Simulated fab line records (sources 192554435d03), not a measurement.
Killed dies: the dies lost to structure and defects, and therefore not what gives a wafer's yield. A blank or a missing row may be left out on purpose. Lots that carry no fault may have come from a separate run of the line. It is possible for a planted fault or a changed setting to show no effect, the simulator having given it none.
Matching of chambers -- flow n5_finfet -- N5_BEOL_M5_STRIP_36 on rie_diel-03: 4 sister chambers
The step strips in N2/H2. 4 wafers are shown with their chamber, then 8 later ones without.

== EACH WAFER AND ITS CHAMBER ==
wafer,chamber,throttle_valve_pct (%)
L084.2,2,23.7
L089.4,0,24.0
L089.5,3,23.9
L092.1,1,23.3

== WAFERS MISSING THEIR CHAMBER ==
wafer,throttle_valve_pct (%)
L092.4,23.8
L092.6,24.0
L093.1,23.9
L093.2,23.3
L093.6,23.3
L096.1,23.8
L096.2,23.3
L096.5,23.7

== WHICH CHAMBER EACH WENT THROUGH ==
wafer,from the rows above,in truth
L092.4,can't be placed: 3 or 2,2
L092.6,0,0
L093.1,3,3
L093.2,1,1
L093.6,1,1
L096.1,can't be placed: 3 or 2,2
L096.2,1,1
L096.5,2,2
Placed correctly: 6 of 8. Unplaceable from these rows: 2, with the true chamber sitting among the candidates in 2. Wrongly placed: 0.
How it was worked out, from the rows above alone: a wafer's distance from a chamber is the root of the sum, over the readings, of the square of ((its reading less the chamber's mean) divided by the reading's scatter). If the next closest chamber is less than 2 further off than the closest, the wafer can't be placed; otherwise it belongs to the closest. For every chamber, the mean is computed from those of its wafers that are shown. The scatter: root of mean squared gap, hidden wafer to nearest shown wafer, with one shown wafer a chamber.
